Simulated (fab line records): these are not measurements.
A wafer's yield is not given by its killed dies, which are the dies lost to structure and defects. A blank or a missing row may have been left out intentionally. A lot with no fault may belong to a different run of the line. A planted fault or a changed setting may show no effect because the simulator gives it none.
Chamber matching :: flow nand-harc :: rie-diel-11 running NHARC_THIN_TSV_DESCUM_14: 4 sister chambers
The step chemistry O2, time 3 s. 14 wafers are shown with their chamber, then 7 later ones without.

WAFERS WITH THEIR CHAMBER
wafer: L077.1
chamber: 2
drypump-motor-current-A (A): 6.4
oes-product-au (a.u.): 1.004
throttle-valve-pct (%): 11.304

wafer: L077.5
chamber: 0
drypump-motor-current-A (A): 6.1
oes-product-au (a.u.): 0.990
throttle-valve-pct (%): 11.318

wafer: L077.6
chamber: 1
drypump-motor-current-A (A): 5.6
oes-product-au (a.u.): 0.994
throttle-valve-pct (%): 11.338

wafer: L078.1
chamber: 3
drypump-motor-current-A (A): 5.7
oes-product-au (a.u.): 0.991
throttle-valve-pct (%): 11.313

wafer: L078.2
chamber: 2
drypump-motor-current-A (A): 6.4
oes-product-au (a.u.): 1.002
throttle-valve-pct (%): 11.299

wafer: L078.3
chamber: 0
drypump-motor-current-A (A): 6.1
oes-product-au (a.u.): 0.990
throttle-valve-pct (%): 11.312

wafer: L078.4
chamber: 1
drypump-motor-current-A (A): 5.6
oes-product-au (a.u.): 0.991
throttle-valve-pct (%): 11.310

wafer: L078.5
chamber: 3
drypump-motor-current-A (A): 5.7
oes-product-au (a.u.): 1.004
throttle-valve-pct (%): 11.301

wafer: L078.6
chamber: 0
drypump-motor-current-A (A): 6.1
oes-product-au (a.u.): 0.984
throttle-valve-pct (%): 11.308

wafer: L085.2
chamber: 3
drypump-motor-current-A (A): 5.7
oes-product-au (a.u.): 1.018
throttle-valve-pct (%): 11.332

wafer: L085.4
chamber: 1
drypump-motor-current-A (A): 5.6
oes-product-au (a.u.): 1.000
throttle-valve-pct (%): 11.312

wafer: L085.6
chamber: 1
drypump-motor-current-A (A): 5.6
oes-product-au (a.u.): 1.002
throttle-valve-pct (%): 11.311

wafer: L093.1
chamber: 0
drypump-motor-current-A (A): 6.2
oes-product-au (a.u.): 0.988
throttle-valve-pct (%): 11.305

wafer: L093.2
chamber: 1
drypump-motor-current-A (A): 5.6
oes-product-au (a.u.): 0.989
throttle-valve-pct (%): 11.327

SIGNATURES (means of the wafers above)
reading: drypump-motor-current-A
chamber 0: 6.125
chamber 1: 5.600
chamber 2: 6.400
chamber 3: 5.700
scatter within a chamber: 0.0274

reading: oes-product-au
chamber 0: 0.98800
chamber 1: 0.99520
chamber 2: 1.00300
chamber 3: 1.00433
scatter within a chamber: 0.00719

reading: throttle-valve-pct
chamber 0: 11.31075
chamber 1: 11.31960
chamber 2: 11.30150
chamber 3: 11.31533
scatter within a chamber: 0.011
Rule: a wafer's distance from a chamber is the root of the sum, over the readings, of the square of ((its reading less the chamber's mean) divided by the reading's scatter). The wafer belongs to the nearest chamber; if the next one is less than 2 further off, it can't be placed. The scatter: take each reading less its chamber's mean, square it, sum over the shown wafers, divide by the number of wafers less the number of chambers, and take the root.

WAFERS WHOSE CHAMBER IS MISSING
wafer: L093.3
drypump-motor-current-A (A): 5.7
oes-product-au (a.u.): 1.003
throttle-valve-pct (%): 11.325

wafer: L092.2
drypump-motor-current-A (A): 5.7
oes-product-au (a.u.): 1.012
throttle-valve-pct (%): 11.317

wafer: L092.3
drypump-motor-current-A (A): 6.2
oes-product-au (a.u.): 0.997
throttle-valve-pct (%): 11.300

wafer: L092.4
drypump-motor-current-A (A): 6.4
oes-product-au (a.u.): 0.998
throttle-valve-pct (%): 11.310

wafer: L096.2
drypump-motor-current-A (A): 6.2
oes-product-au (a.u.): 1.000
throttle-valve-pct (%): 11.314

wafer: L096.5
drypump-motor-current-A (A): 5.6
oes-product-au (a.u.): 0.988
throttle-valve-pct (%): 11.328

wafer: L096.6
drypump-motor-current-A (A): 6.2
oes-product-au (a.u.): 1.004
throttle-valve-pct (%): 11.314

CHAMBER TAKEN BY EACH
wafer: L093.3
from the rows above: 3
in truth: 3

wafer: L092.2
from the rows above: 3
in truth: 3

wafer: L092.3
from the rows above: 0
in truth: 0

wafer: L092.4
from the rows above: 2
in truth: 2

wafer: L096.2
from the rows above: 0
in truth: 0

wafer: L096.5
from the rows above: 1
in truth: 1

wafer: L096.6
from the rows above: 0
in truth: 0
7 of 7 placed correctly. Can't be placed from these rows: 0. Placed wrongly: 0.
